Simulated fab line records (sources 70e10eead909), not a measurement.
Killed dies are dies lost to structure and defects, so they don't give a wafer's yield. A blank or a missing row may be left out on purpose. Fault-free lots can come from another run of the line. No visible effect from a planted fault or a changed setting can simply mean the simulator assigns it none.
Comparing a struck lot with a sound one ; flow nand harc ; 12 steps out of a route of 1159
Sound: wafers L822.1, L822.4, L822.5. Struck: wafer L814.4. (L814.2 of the same lot was not struck and is left out.) The cause comes at the end.
At each step with rows: each side's tool, then ch and its chambers, then its first start. Under that, the readings that differ: sound wafers ; struck wafers ; difference of the means ; sigmas: that difference in standard deviations of wafers without a fault.
alike: same words and numbers on both sides, and readings whose means sit less than 2 such deviations apart. not compared: any withheld reading, any reading some wafer has no value for, any bound like >300 that may hide the same value, and any number with overlapping values for which the record gives no deviation.
Wherever a step has rows on one side only, a row that says differs or no value, or a row with sigmas, the two part there. Non-overlapping numbers with no deviation appear without sigmas and do not part them. A reading missing from all wafers of one side parts the sides only when that side holds two or more wafers.

first, 3 steps without rows for these wafers: NHARC_A_STAIRCASE_PEB_07 (peb time 130 s); NHARC_A_STAIRCASE_DEVELOP_08 (time 140 s); NHARC_A_STAIRCASE_HARDBAKE_10 (time 140 s).
NHARC_A_STAIRCASE_DESCUM_11: chemistry O2, time 3 s.
  sound on rie diel-12 ch 1,3, day 15 23:11; struck on rie diel-01 ch 1, day 13 21:23
  alike: drypump motor current A, oes product au, rf vpp V, showerhead plenum p Torr, throttle valve pct
  not compared: rf hours counter h
NHARC_A_STAIRCASE_TRIM_12: chemistry O2, time 211.2 s.
  sound on rie diel-12 ch 1,2,3, day 15 23:20; struck on rie diel-01 ch 1, day 13 21:28
  alike: drypump motor current A, oes product au, rf vpp V, showerhead plenum p Torr, throttle valve pct
  not compared: rf hours counter h
NHARC_A_STAIRCASE_ETCH_13: etches the open film in C4F8/O2, target depth 100 nm, time 40.5 s.
  sound on rie diel-12 ch 0,2,3; struck on rie diel-01 ch 3
reading;sound;struck;difference;sigmas
oes product au (a.u.);0.919 0.915 0.925;0.949;+0.029;+2
  alike: rf vpp V
  not compared: rf hours counter h
then, 1 step without rows for these wafers: NHARC_A_STAIRCASE_TRIM_14 (chemistry O2, time 211.2 s).
NHARC_A_STAIRCASE_ETCH_15: etches the open film in C4F8/O2, target depth 100 nm, time 40.5 s.
  sound on rie diel-12 ch 0,2,3; struck on rie diel-01 ch 3
  alike: oes product au, rf vpp V
  not compared: rf hours counter h
then, 1 step without rows for these wafers: NHARC_A_STAIRCASE_TRIM_16 (chemistry O2, time 211.2 s).
NHARC_A_STAIRCASE_ETCH_17: etches the open film in C4F8/O2, target depth 100 nm, time 40.5 s.
  sound on rie diel-12 ch 0,2,3; struck on rie diel-01 ch 3
  alike: oes product au, rf vpp V
  not compared: rf hours counter h
then, 1 step without rows for these wafers: NHARC_A_STAIRCASE_TRIM_18 (chemistry O2, time 211.2 s).
NHARC_A_STAIRCASE_ETCH_19: etches the open film in C4F8/O2, target depth 100 nm, time 40.5 s.
  sound on rie diel-12 ch 0,1, day 16 00:41; struck on rie diel-01 ch 1, day 13 22:25
reading;sound;struck;difference;sigmas
oes product au (a.u.);0.938 0.933 0.934;0.808;-0.127;-13
  alike: rf vpp V
  not compared: rf hours counter h

WHERE THEY PART
Earliest at NHARC_A_STAIRCASE_ETCH_13; latest, in this record, at NHARC_A_STAIRCASE_ETCH_19.

WHY: the cause the simulator had injected
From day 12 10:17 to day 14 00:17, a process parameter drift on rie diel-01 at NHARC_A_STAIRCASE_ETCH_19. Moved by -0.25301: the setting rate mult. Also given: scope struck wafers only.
